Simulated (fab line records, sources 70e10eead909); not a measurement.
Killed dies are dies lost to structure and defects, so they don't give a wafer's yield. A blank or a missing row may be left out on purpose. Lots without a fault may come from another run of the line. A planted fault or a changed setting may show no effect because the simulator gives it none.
fab line records | flow nand_harc | part 1 of 2: steps 1 to 31 of 39
record lots=5 wafers=15 last_day=34
route steps=1302 shown A_STAIRCASE@753
lots that met no fault: from a run of the same line without faults
start_h: hours from the record's first day to the start of the lot's first wafer shown | wait_h: hours since the lot's step before | " the same as in the row above | L1.1+2: a row that stands for several wafers | - no value, or no start given | * or withheld: withheld | < > ~ a bound
route shown NAME@n: a module of which the file shows steps, and the number in the route of the first | usual: mean/standard deviation of fault-free wafers | same: alike in all rows | chamber/n: place in a boat | sites: the reading at each site | _std_site: their standard deviation | _edge_site: outer sites' mean less inner sites' | radius_mm: how far each site lies from the wafer's centre | mask NAME#n: copy n | behind: the tool/chamber that last shaped the wafer | hold: why the lot was held/for how many hours/how that ended | device: the transistor (n, p or np) that didn't switch | end of line: the same wafers' tests at the end of the route | a step without rows: its recipe alone | killed: dies lost to structure and defects at the first sort, not the wafer's yield | map: a wafer's dies, x killed, . not, _ none there
set.NAME: the setting as run; set.NAME@STEP: as run at that earlier step | model.NAME: the simulator's own value behind a step, which no gauge read
lots at some steps of the route; a table a step, a row a wafer
services: from which hour (start_h, from the record's first day; less than 0 if before it) a tool's chamber was out of use, for how many hours, and why
## steps
# step NHARC_A_STAIRCASE_STRIP_239
# recipe time_s=900 temp_c=130 chemistry=SPM
# usual bath_guard_temp_C=130.2/0.58 bath_heat_duty_pct=14.8/1.6
# same time_s=900
# columns lot.wafer tool chamber start_h wait_h bath_guard_temp_C bath_heat_duty_pct
L082.6 wet_bench-03 6 457.06 0.1 130.8 16.7
L082.3 " 7 " " 130.3 13.4
L082.5 " 0 " " 128.8 17.3
L083.4 wet_bench-03 0 459.49 0.2 129.0 15.9
L083.6 " 3 " " 130.7 14.2
L083.5 " 4 " " 130.2 14.5
L093.2 wet_bench-02 5 572.90 0.3 130.1 16.0
L093.5 " 0 " " 129.8 14.1
L093.3 " 2 " " 130.4 17.0
L096.6 wet_bench-02 1 588.06 0.1 130.0 13.3
L096.5 " 5 " " 130.1 16.7
L096.2 " 6 " " 130.1 14.4
L097.4 wet_bench-03 3 603.90 0.2 131.0 13.0
L097.3 " 4 " " 130.3 15.3
L097.6 " 7 " " 130.2 13.7
# step NHARC_A_STAIRCASE_PRECLEAN_240
# recipe time_s=* temp_c=50 bath_age_min=0 chemistry=SC1
# usual bath_guard_temp_C=50.2/0.54 bath_heat_duty_pct=7.1/0.83
# same time_s=*
# columns lot.wafer tool chamber start_h wait_h bath_guard_temp_C bath_heat_duty_pct
L082.6 wet_bench-03 6 - - 50.6 8.3
L082.3 " 7 " " 50.6 6.1
L082.5 " 0 " " 49.2 7.3
L083.4 wet_bench-03 0 - - 49.1 7.3
L083.6 " 3 " " 50.8 6.4
L083.5 " 4 " " 50.4 7.5
L093.2 wet_bench-02 5 - - 50.2 7.5
L093.5 " 0 " " 50.3 7.5
L093.3 " 2 " " 50.1 8.6
L096.6 wet_bench-02 1 - - 49.6 5.9
L096.5 " 5 " " 50.4 7.6
L096.2 " 6 " " 50.5 8.1
L097.4 wet_bench-03 3 - - 50.6 6.8
L097.3 " 4 " " 50.0 7.2
L097.6 " 7 " " 50.2 7.0
# step NHARC_A_STAIRCASE_SRD_241
# columns lot.wafer tool chamber start_h wait_h
L082.6+3+5 wet_bench-03 6,7,0 - -
L083.4+6+5 wet_bench-03 0,3,4 - -
L093.2+5+3 wet_bench-02 5,0,2 - -
L096.6+5+2 wet_bench-02 1,5,6 - -
L097.4+3+6 wet_bench-03 3,4,7 - -
# step NHARC_A_STAIRCASE_DEHYDRATE_242
# recipe temp_c=150 time_s=120
# same time_s=120
# columns lot.wafer tool chamber start_h wait_h
L082.3+5+6 litho_track-05 0 457.51 -
L083.4+5+6 litho_track-05 0 459.96 -
L093.2+3+5 litho_track-05 0 573.36 -
L096.2+5+6 litho_track-05 0 588.51 -
L097.3+4+6 litho_track-02 0 604.35 -
# step NHARC_A_STAIRCASE_HMDS_243
# recipe time_s=30
# same time_s=30
# columns lot.wafer tool chamber start_h wait_h
L082.3+5+6 litho_track-05 0 - -
L083.4+5+6 litho_track-05 0 - -
L093.2+3+5 litho_track-05 0 - -
L096.2+5+6 litho_track-05 0 - -
L097.3+4+6 litho_track-02 0 - -
# step NHARC_A_STAIRCASE_COAT_244
# recipe spin_rpm=1200
# columns lot.wafer tool chamber start_h wait_h
L082.3+5+6 litho_track-05 0 - -
L083.4+5+6 litho_track-05 0 - -
L093.2+3+5 litho_track-05 0 - -
L096.2+5+6 litho_track-05 0 - -
L097.3+4+6 litho_track-02 0 - -
# step NHARC_A_STAIRCASE_SOFTBAKE_245
# recipe temp_c=135 time_s=170
# same time_s=170
# columns lot.wafer tool chamber start_h wait_h
L082.3+5+6 litho_track-05 0 - -
L083.4+5+6 litho_track-05 0 - -
L093.2+3+5 litho_track-05 0 - -
L096.2+5+6 litho_track-05 0 - -
L097.3+4+6 litho_track-02 0 - -
# step NHARC_A_STAIRCASE_EBR_246
# columns lot.wafer tool chamber start_h wait_h
L082.3+5+6 litho_track-05 0 - -
L083.4+5+6 litho_track-05 0 - -
L093.2+3+5 litho_track-05 0 - -
L096.2+5+6 litho_track-05 0 - -
L097.3+4+6 litho_track-02 0 - -
# step NHARC_A_STAIRCASE_EXPOSE_247
# recipe na=0.5 dose_mj=25.34 mask_id=SDS_1
# columns lot.wafer tool chamber start_h wait_h mask
L082.3+5+6 krf_scanner-04 0 457.85 - SDS_1#0
L083.4+5+6 krf_scanner-02 0 460.32 - SDS_1#0
L093.2+3+5 krf_scanner-01 0 573.57 - SDS_1#0
L096.2+5+6 krf_scanner-04 0 588.85 - SDS_1#0
L097.3+4+6 krf_scanner-02 0 604.70 - SDS_1#0
# step NHARC_A_STAIRCASE_PEB_248
# recipe peb_temp_c=115 peb_time_s=130
# columns lot.wafer tool chamber start_h wait_h
L082.3+5+6 litho_track-07 0 457.91 0.1
L083.4+5+6 litho_track-02 0 460.37 0.0
L093.2+3+5 litho_track-07 0 573.63 0.1
L096.2+5+6 litho_track-02 0 588.91 0.1
L097.3+4+6 litho_track-02 0 604.75 0.0
# step NHARC_A_STAIRCASE_DEVELOP_249
# recipe time_s=140
# same time_s=140
# columns lot.wafer tool chamber start_h wait_h
L082.3+5+6 litho_track-07 0 - -
L083.4+5+6 litho_track-02 0 - -
L093.2+3+5 litho_track-07 0 - -
L096.2+5+6 litho_track-02 0 - -
L097.3+4+6 litho_track-02 0 - -
# step NHARC_A_STAIRCASE_HARDBAKE_251
# recipe temp_c=120 time_s=140
# same time_s=140
# columns lot.wafer tool chamber start_h wait_h
L082.3+5+6 litho_track-02 0 458.14 -
L083.4+5+6 litho_track-07 0 460.60 -
L093.2+3+5 litho_track-02 0 573.85 -
L096.2+5+6 litho_track-07 0 589.13 -
L097.3+4+6 litho_track-02 0 604.98 -
# step NHARC_A_STAIRCASE_DESCUM_252
# recipe time_s=3 o2_flow_sccm=200 ar_flow_sccm=0 bias_power_w=0 chemistry=O2
# usual drypump_motor_current_A=5.6/0.4 oes_product_au=1.001/0.0094 rf_vpp_V=57.6/0.86 showerhead_plenum_p_Torr=1.89/0.089 throttle_valve_pct=11.311/0.009
# same time_s=3
# columns lot.wafer tool chamber start_h wait_h drypump_motor_current_A oes_product_au rf_hours_counter_h rf_vpp_V showerhead_plenum_p_Torr throttle_valve_pct
L082.3 rie_diel-05 0 458.24 - 5.6 1.000 13 57.2 2.05 11.295
L082.6 " 2 " " 6.5 0.994 - 57.9 1.77 11.309
L082.5 " 3 " " 5.2 0.998 - 57.9 1.96 11.307
L083.5 rie_diel-13 0 460.72 - 5.3 0.993 - 57.6 1.79 11.303
L083.4 " 1 " " 5.5 0.991 - 56.5 1.84 11.313
L083.6 " 3 " " 5.7 0.988 - 58.6 1.87 11.312
L093.3 rie_diel-13 1 573.95 - 5.5 1.009 18 56.4 1.83 11.309
L093.2 " 3 " " 5.7 1.024 19 58.8 1.86 11.313
L093.5 " 1 " " 5.5 1.011 - 56.5 1.83 11.321
L096.2 rie_diel-01 0 589.23 - 5.4 0.989 8 58.0 1.91 11.306
L096.5 " 2 " " 6.0 0.996 - 57.7 2.02 11.314
L096.6 " 1 " " 6.2 1.008 - 59.4 2.02 11.313
L097.3 rie_diel-01 1 605.08 - 6.2 1.022 12 58.1 2.02 11.318
L097.4 " 2 " " 5.9 1.003 10 59.4 2.02 11.297
L097.6 " 0 " " 5.4 0.998 - 57.9 1.91 11.302
# step NHARC_A_STAIRCASE_ETCH_253
# recipe target_depth_a=500 time_s=20.2 ion_energy_ev=400 c4f8_flow_sccm=20 o2_flow_sccm=10 ar_flow_sccm=withheld rf_w=600 bias_w=1000 chemistry=C4F8/O2
# usual oes_product_au=0.960/0.019 rf_vpp_V=895/5.7
# same time_s=20.2
# columns lot.wafer tool chamber start_h wait_h oes_product_au rf_hours_counter_h rf_vpp_V
L082.3 rie_diel-05 2 458.31 0.1 0.948 19 888
L082.5 " 1 " " 0.969 - 890
L082.6 " 2 " " 0.941 - 886
L083.4 rie_diel-13 0 460.80 0.1 0.952 - 888
L083.6 " 1 " " 0.959 - 893
L083.5 " 3 " " 0.954 - 894
L093.3 rie_diel-13 0 574.03 0.1 0.968 20 887
L093.2 " 2 " " 0.986 17 894
L093.5 " 0 " " 0.962 - 887
L096.2 rie_diel-01 2 589.33 0.1 0.953 7 901
L096.6 " 2 " " 0.948 - 903
L096.5 " 1 " " 0.967 - 902
L097.3 rie_diel-01 2 605.15 0.1 0.973 10 901
L097.4 " 3 " " 0.954 7 892
L097.6 " 3 " " 0.945 - 893
# step NHARC_A_STAIRCASE_STRIP_254
# recipe power_w=1500 temp_c=250 chemistry=O2
# usual drypump_motor_current_A=5.9/0.42 heater_power_w=339/22
# columns lot.wafer tool chamber start_h wait_h drypump_motor_current_A heater_power_w rf_hours_counter_h
L082.3 plasma_asher-02 1 458.49 - 6.3 354 -
L082.5 " 1 " " 6.2 352 -
L082.6 " 0 " " 5.9 310 -
L083.4 plasma_asher-02 0 461.04 - 5.9 305 -
L083.6 " 1 " " 6.3 344 -
L083.5 " 0 " " 5.9 307 -
L093.2 plasma_asher-02 0 574.12 - 5.9 311 28
L093.3 " 0 " " 5.9 302 -
L093.5 " 1 " " 6.3 358 -
L096.2 plasma_asher-01 0 589.42 - 6.4 343 13
L096.6 " 0 " " 6.4 344 -
L096.5 " 1 " " 5.3 369 -
L097.4 plasma_asher-01 1 605.33 - 5.3 355 -
L097.3 " 0 " " 6.3 337 -
L097.6 " 0 " " 6.4 347 -
# step NHARC_A_STAIRCASE_STRIP_255
# recipe time_s=900 temp_c=130 chemistry=SPM
# usual bath_guard_temp_C=130.2/0.53 bath_heat_duty_pct=14.8/1.9
# same time_s=900
# columns lot.wafer tool chamber start_h wait_h bath_guard_temp_C bath_heat_duty_pct
L082.5 wet_bench-03 7 458.75 0.1 130.5 13.2
L082.3 " 1 " " 130.4 16.3
L082.6 " 3 " " 130.7 13.1
L083.5 wet_bench-02 5 461.25 0.1 130.2 15.7
L083.4 " 7 " " 130.1 12.5
L083.6 " 2 " " 130.1 16.9
L093.5 wet_bench-02 7 574.46 0.1 129.6 13.3
L093.2 " 2 " " 130.1 15.3
L093.3 " 4 " " 131.1 15.0
L096.6 wet_bench-02 3 589.77 0.1 130.1 14.4
L096.5 " 4 " " 131.0 15.4
L096.2 " 6 " " 130.1 14.9
L097.3 wet_bench-03 6 605.59 0.2 130.8 17.7
L097.6 " 7 " " 130.3 13.5
L097.4 " 0 " " 128.7 17.1
# step NHARC_A_STAIRCASE_PRECLEAN_256
# recipe time_s=* temp_c=50 bath_age_min=0 chemistry=SC1
# usual bath_guard_temp_C=50.2/0.54 bath_heat_duty_pct=7.1/0.97
# same time_s=*
# columns lot.wafer tool chamber start_h wait_h bath_guard_temp_C bath_heat_duty_pct
L082.5 wet_bench-03 7 - - 50.3 6.2
L082.3 " 1 " " 50.5 8.4
L082.6 " 3 " " 51.0 6.5
L083.5 wet_bench-02 5 - - 50.3 8.3
L083.4 " 7 " " 50.0 6.3
L083.6 " 2 " " 50.1 8.4
L093.5 wet_bench-02 7 - - 50.0 5.9
L093.2 " 2 " " 50.0 8.9
L093.3 " 4 " " 51.1 7.4
L096.6 wet_bench-02 3 - - 49.4 7.5
L096.5 " 4 " " 51.0 6.8
L096.2 " 6 " " 50.2 7.9
L097.3 wet_bench-03 6 - - 51.2 8.3
L097.6 " 7 " " 50.3 6.1
L097.4 " 0 " " 49.1 8.5
# step NHARC_A_STAIRCASE_SRD_257
# columns lot.wafer tool chamber start_h wait_h
L082.5+3+6 wet_bench-03 7,1,3 - -
L083.5+4+6 wet_bench-02 5,7,2 - -
L093.5+2+3 wet_bench-02 7,2,4 - -
L096.6+5+2 wet_bench-02 3,4,6 - -
L097.3+6+4 wet_bench-03 6,7,0 - -
# step NHARC_A_STAIRCASE_HM_DEP_456
# recipe target_thk_a=31000 temp_c=400 material=aC
# usual throttle_valve_pct=34.999/0.008
# columns lot.wafer tool chamber start_h wait_h throttle_valve_pct
L082.3 acl_dep-01 0 463.15 - 35.007
L082.5 " 0 " " 35.005
L082.6 " 0 " " 34.987
L083.4 acl_dep-01 0 469.00 - 34.989
L083.5 " 0 " " 34.987
L083.6 " 0 " " 35.000
L093.2 acl_dep-02 0 575.24 - 34.999
L093.3 " 0 " " 35.005
L093.5 " 0 " " 35.000
L096.2 acl_dep-02 0 591.88 - 34.997
L096.5 " 0 " " 35.004
L096.6 " 0 " " 34.998
L097.3 acl_dep-03 0 606.65 - 35.002
L097.4 " 0 " " 34.997
L097.6 " 0 " " 34.992
# step NHARC_A_STAIRCASE_DEP_259
# recipe target_thk_a=300 target_thk_nm=30 temp_c=400 pressure_torr=3.5 flow_sccm=200 rf_w=350 material=SiON
# usual heater_power_outer_w=478/62 heater_power_w=811/99 showerhead_vpp_V=1113/49
# columns lot.wafer tool chamber start_h wait_h heater_power_outer_w heater_power_w showerhead_vpp_V
L082.3 pecvd-04 2 464.51 1.1 482 828 1042
L082.6 " 1 " " 506 853 1128
L082.5 " 2 " " 470 821 1064
L083.4 pecvd-03 1 470.04 0.7 531 844 1008
L083.5 " 1 " " 536 855 1020
L083.6 " 0 " " 364 588 1145
L093.2 pecvd-04 0 576.82 1.3 495 817 1161
L093.3 " 1 " " 529 874 1124
L093.5 " 0 " " 492 846 1162
L096.2 pecvd-03 0 593.46 1.3 403 668 1165
L096.5 " 0 " " 406 657 1179
L096.6 " 1 " " 495 836 1023
L097.3 pecvd-04 1 607.88 0.9 523 893 1101
L097.6 " 1 " " 526 876 1129
L097.4 " 0 " " 422 776 1139
# step NHARC_A_STAIRCASE_DEHYDRATE_260
# recipe temp_c=150 time_s=120
# same time_s=120
# columns lot.wafer tool chamber start_h wait_h
L082.3+5+6 litho_track-07 0 464.74 0.2
L083.4+5+6 litho_track-05 0 470.31 0.2
L093.2+3+5 litho_track-05 0 577.09 0.2
L096.2+5+6 litho_track-07 0 593.70 0.2
L097.3+4+6 litho_track-07 0 608.15 0.2
# step NHARC_A_STAIRCASE_HMDS_261
# recipe time_s=30
# same time_s=30
# columns lot.wafer tool chamber start_h wait_h
L082.3+5+6 litho_track-07 0 - -
L083.4+5+6 litho_track-05 0 - -
L093.2+3+5 litho_track-05 0 - -
L096.2+5+6 litho_track-07 0 - -
L097.3+4+6 litho_track-07 0 - -
# step NHARC_A_STAIRCASE_COAT_262
# recipe spin_rpm=1200
# columns lot.wafer tool chamber start_h wait_h
L082.3+5+6 litho_track-07 0 - -
L083.4+5+6 litho_track-05 0 - -
L093.2+3+5 litho_track-05 0 - -
L096.2+5+6 litho_track-07 0 - -
L097.3+4+6 litho_track-07 0 - -
# step NHARC_A_STAIRCASE_SOFTBAKE_263
# recipe temp_c=135 time_s=170
# same time_s=170
# columns lot.wafer tool chamber start_h wait_h
L082.3+5+6 litho_track-07 0 - -
L083.4+5+6 litho_track-05 0 - -
L093.2+3+5 litho_track-05 0 - -
L096.2+5+6 litho_track-07 0 - -
L097.3+4+6 litho_track-07 0 - -
# step NHARC_A_STAIRCASE_EBR_264
# columns lot.wafer tool chamber start_h wait_h
L082.3+5+6 litho_track-07 0 - -
L083.4+5+6 litho_track-05 0 - -
L093.2+3+5 litho_track-05 0 - -
L096.2+5+6 litho_track-07 0 - -
L097.3+4+6 litho_track-07 0 - -
# step NHARC_A_STAIRCASE_EXPOSE_265
# recipe na=0.5 dose_mj=25.01 mask_id=CHOP_200
# columns lot.wafer tool chamber start_h wait_h mask
L082.3+5+6 krf_scanner-04 0 464.96 - CHOP_200#0
L083.4+5+6 krf_scanner-04 0 470.66 - CHOP_200#0
L093.2+3+5 krf_scanner-04 0 577.43 - CHOP_200#0
L096.2+5+6 krf_scanner-04 0 593.91 - CHOP_200#0
L097.3+4+6 krf_scanner-04 0 608.37 - CHOP_200#0
# step NHARC_A_STAIRCASE_PEB_266
# recipe peb_temp_c=115 peb_time_s=130
# columns lot.wafer tool chamber start_h wait_h
L082.3+5+6 litho_track-02 0 465.01 0.1
L083.4+5+6 litho_track-02 0 470.71 0.0
L093.2+3+5 litho_track-05 0 577.49 0.1
L096.2+5+6 litho_track-02 0 593.97 0.1
L097.3+4+6 litho_track-02 0 608.42 0.1
# step NHARC_A_STAIRCASE_DEVELOP_267
# recipe time_s=140
# same time_s=140
# columns lot.wafer tool chamber start_h wait_h
L082.3+5+6 litho_track-02 0 - -
L083.4+5+6 litho_track-02 0 - -
L093.2+3+5 litho_track-05 0 - -
L096.2+5+6 litho_track-02 0 - -
L097.3+4+6 litho_track-02 0 - -
# step NHARC_A_STAIRCASE_HARDBAKE_269
# recipe temp_c=120 time_s=140
# same time_s=140
# columns lot.wafer tool chamber start_h wait_h
L082.3+5+6 litho_track-07 0 465.24 -
L083.4+5+6 litho_track-05 0 470.94 -
L093.2+3+5 litho_track-07 0 577.71 -
L096.2+5+6 litho_track-05 0 594.19 -
L097.3+4+6 litho_track-05 0 608.65 -
# step NHARC_A_STAIRCASE_DESCUM_270
# recipe time_s=3 o2_flow_sccm=200 ar_flow_sccm=0 bias_power_w=0 chemistry=O2
# usual drypump_motor_current_A=5.6/0.4 oes_product_au=1.002/0.0099 rf_vpp_V=57.7/0.83 showerhead_plenum_p_Torr=1.91/0.094 throttle_valve_pct=11.312/0.0096
# same time_s=3
# columns lot.wafer tool chamber start_h wait_h drypump_motor_current_A oes_product_au rf_hours_counter_h rf_vpp_V showerhead_plenum_p_Torr throttle_valve_pct
L082.3 rie_diel-13 0 465.35 - 5.3 0.984 40 57.9 1.79 11.307
L082.5 " 1 " " 5.5 0.986 - 58.1 1.84 11.314
L082.6 " 2 " " 5.6 0.995 - 58.4 1.88 11.304
L083.4 rie_diel-05 2 471.02 - 6.5 0.989 22 57.1 1.77 11.309
L083.5 " 1 " " 5.3 0.998 - 59.0 1.81 11.316
L083.6 " 2 " " 6.4 0.985 - 56.5 1.77 11.305
L093.2 rie_diel-01 0 577.82 - 5.4 1.003 4 58.0 1.91 11.321
L093.3 " 1 " " 6.2 1.020 4 59.4 2.02 11.330
L093.5 " 1 " " 6.2 1.012 - 57.9 2.02 11.300
L096.2 rie_diel-13 0 594.30 - 5.3 0.994 30 57.2 1.78 11.309
L096.5 " 2 " " 5.6 1.003 - 58.1 1.87 11.322
L096.6 " 3 " " 5.7 1.011 - 57.3 1.86 11.322
L097.4 rie_diel-05 3 608.73 - 5.2 1.015 3 57.7 1.95 11.309
L097.3 " 1 " " 5.3 1.008 3 58.6 1.80 11.298
L097.6 " 0 " " 5.6 1.009 - 57.9 2.04 11.321
# step NHARC_A_STAIRCASE_ETCH_271
# recipe cf4_flow_sccm=100 chf3_flow_sccm=30 ar_flow_sccm=0 rf_w=500 bias_w=200 chemistry=CF4/CHF3
# usual cf4_flow_sccm=100.1/0.34 drypump_motor_current_A=5.6/0.41 oes_product_au=0.955/0.022 rf_vpp_V=370.3/2.8 showerhead_plenum_p_Torr=1.57/0.074 throttle_valve_pct=16.803/0.0099
# columns lot.wafer tool chamber start_h wait_h cf4_flow_sccm drypump_motor_current_A oes_product_au rf_hours_counter_h rf_vpp_V showerhead_plenum_p_Torr throttle_valve_pct
L082.3 rie_diel-13 1 465.41 0.1 99.6 5.5 0.954 41 368.9 1.52 16.808
L082.6 " 1 " " 99.8 5.5 0.952 - 368.5 1.52 16.820
L082.5 " 2 " " 100.1 5.6 0.957 - 369.2 1.55 16.798
L083.4 rie_diel-05 2 471.11 0.1 100.1 6.5 0.921 22 366.4 1.46 16.803
L083.5 " 1 " " 100.3 5.3 0.928 - 367.8 1.49 16.805
L083.6 " 2 " " 100.1 6.5 0.914 - 365.7 1.46 16.789
L093.2 rie_diel-01 1 577.92 0.1 100.1 6.2 0.950 4 373.1 1.66 16.814
L093.3 " 2 " " 99.7 6.0 0.954 3 375.6 1.66 16.805
L093.5 " 1 " " 100.5 6.2 0.947 - 373.2 1.66 16.792
L096.2 rie_diel-13 3 594.38 0.1 99.3 5.7 0.974 30 370.6 1.53 16.802
L096.6 " 1 " " 100.0 5.5 0.984 - 367.3 1.51 16.800
L096.5 " 2 " " 99.7 5.7 0.962 - 370.4 1.54 16.808
L097.3 rie_diel-05 1 608.81 0.1 99.9 5.3 0.977 3 368.7 1.49 16.802
L097.4 " 2 " " 100.1 6.5 0.968 3 374.7 1.70 16.795
L097.6 " 1 " " 100.2 5.3 0.983 - 366.5 1.49 16.820
